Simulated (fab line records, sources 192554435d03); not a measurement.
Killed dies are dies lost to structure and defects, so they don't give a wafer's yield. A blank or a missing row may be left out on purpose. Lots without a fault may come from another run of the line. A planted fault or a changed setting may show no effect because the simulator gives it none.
A struck lot beside a sound one | flow n5_finfet | 39 steps out of a route of 1938
Sound: wafers L183.1, L183.4, L183.5. Struck: wafers L184.1, L184.2, L184.3. The cause comes at the end.
At each step with rows: each side's tool, then ch and its chambers, then its first start. Under that, the readings that differ: sound wafers | struck wafers | difference of the means | sigmas: that difference in standard deviations of wafers without a fault.
alike: readings whose means differ by less than 2 such deviations, and words and numbers that are the same on both sides. not compared: withheld readings, readings that some wafer has no value for, bounds like >300 that may hide the same value, and numbers for which the record gives no deviation and whose values overlap.
The two part at a step that has a row with sigmas, a row that says differs or no value, or rows on one side only. Numbers that don't overlap but have no deviation are shown without sigmas and don't part them. A reading that every wafer of one side lacks parts them only if that side has two wafers or more.

first, 9 steps without rows for these wafers: N5_SD_EPI_N_DESCUM_14 (chemistry O2, time 7.9 s); N5_SD_EPI_N_ETCH_34 (etches SiARC in CF4, target depth 45.5 nm, time 75.8 s); N5_SD_EPI_N_ETCH_35 (etches SOC in N2/H2, overetch 108 nm, time 486 s); N5_SD_EPI_N_STRIP_36 (strips in N2/H2); N5_SD_EPI_N_ETCHBACK_44 (etches SiNx in CH3F/O2, stops on SiO2, target depth 14.5 nm); N5_SD_EPI_N_ETCH_45 (etches SiOCN in CH3F/O2, target depth 6 nm); N5_SD_EPI_N_ETCH_16 (etches SiO2 in CHF3/O2, target depth 5 nm); N5_SD_EPI_N_STRIP_47 (strips in CHF3/O2); N5_SD_EPI_N_SD_RECESS_17 (chemistry HBr/Cl2/O2, target depth 41 nm, time 23.7 s, bt time 3 s).
N5_SD_EPI_N_STRIP_38: strips in N2/H2.
  sound on plasma_asher-02 ch 0,1, day 6 14:25; struck on plasma_asher-01 ch 0,1, day 6 15:57
  alike: drypump_motor_current_A, heater_power_w, oes_product_au
  not compared: rf_hours_counter_h
then, 10 steps without rows for these wafers: N5_SD_EPI_N_WET_ETCH_43 (etches SiO2 in dHF, time 14 s, target depth 1.5 nm); N5_SD_EPI_N_STRIP_18 (strips in SPM, time 750 s); N5_SD_EPI_N_SRD_20 (time 30 s); N5_SD_EPI_N_PRECLEAN_48 (cleans in NF3:NH3, afs cycles 2, time 20 s, sublimation time 60 s); N5_SD_EPI_N_VAPOR_ETCH_50 (etches Si in HCl, time 54 s); N5_SD_EPI_N_EPI_21 (deposits Si:P, time 690 s); N5_SD_EPI_N_PRECLEAN_24 (cleans in O3/DIW, time 60 s); N5_SD_EPI_N_SRD_25 (time 30 s); N5_SD_EPI_N_PRECLEAN_49 (cleans in NF3:NH3, afs cycles 1, time 20 s, sublimation time 60 s); N5_SD_EPI_N_LINER_46 (material SiNx, target thk 3 nm).
N5_SD_EPI_N_INSPECT_26: inspects for defects (darkfield).
  sound on defect_inspect-01, day 6 17:38; struck on defect_inspect-02, day 6 19:24
  reading          | sound       | struck      | difference | sigmas
  raw_defect_count | 227 254 240 | 847 786 895 | +602       | +13
then, 8 steps without rows for these wafers: N5_SD_EPI_P_COAT_34 (time 60 s, resist thk 350 nm); N5_SD_EPI_P_COAT_35 (time 60 s, resist thk 35 nm); N5_SD_EPI_P_COAT_03 (resist thk 150 nm); N5_SD_EPI_P_EBR_05; N5_SD_EPI_P_SOFTBAKE_04 (time 60 s); N5_SD_EPI_P_EXPOSE_06 (exposes mask SD P BLK, target cd 240 nm); N5_SD_EPI_P_PEB_07 (peb time 60 s); N5_SD_EPI_P_DEVELOP_08 (develop time 30 s).
N5_SD_EPI_P_INSPECT_11: inspects for defects (macro).
  sound on defect_inspect-02, day 6 17:58; struck on defect_inspect-02, day 6 19:54
  reading          | sound | struck         | difference | sigmas
  raw_defect_count | 0 3 1 | >300 >300 >300 | differs    |
then, 6 steps without rows for these wafers: N5_SD_EPI_P_DESCUM_14 (chemistry O2, time 7.9 s); N5_SD_EPI_P_ETCH_36 (etches SiARC in CF4, target depth 45.5 nm, time 75.8 s); N5_SD_EPI_P_ETCH_37 (etches SOC in N2/H2, overetch 108 nm, time 486 s); N5_SD_EPI_P_STRIP_38 (strips in N2/H2); N5_SD_EPI_P_ETCHBACK_46 (etches SiNx in CH3F/O2, stops on SiO2, target depth 17.5 nm); N5_SD_EPI_P_ETCH_47 (etches SiOCN in CH3F/O2, target depth 25 nm).
N5_SD_EPI_P_INSPECT_26: inspects for defects (darkfield).
  sound on defect_inspect-02, day 6 22:34; struck on defect_inspect-01, day 6 23:42
  reading          | sound       | struck      | difference | sigmas
  raw_defect_count | 177 165 214 | 824 763 810 | +614       | +15
-- the record jumps here: 5 days lie between the struck wafers' starts before and after (it left off in module SD_EPI_P and takes up again in module BEOL_M4, whose first step shown is number 1111 of the route) --
N5_BEOL_M4_RC_MEAS_101:
  sound on prober-01 ch 0, day 11 07:37; struck on prober-01 ch 0, day 11 13:05
  alike: DIBL_N, DIBL_P, IOFF_N, IOFF_P, ION_N, ION_P, SS_N, SS_P, VT_N, VT_P
-- the record jumps here: 4 days lie between the struck wafers' starts before and after (it left off in module BEOL_M4 and takes up again in module PASSIVATION, whose first step shown is number 1936 of the route) --
N5_PASSIVATION_PROBE_49:
  the record has rows for the struck wafers here (prober-01, day 15 12:35) and none for the sound ones

WHERE THEY PART
First at N5_SD_EPI_N_INSPECT_26; last, within this record, at N5_PASSIVATION_PROBE_49.

WHY: what the simulator had put in
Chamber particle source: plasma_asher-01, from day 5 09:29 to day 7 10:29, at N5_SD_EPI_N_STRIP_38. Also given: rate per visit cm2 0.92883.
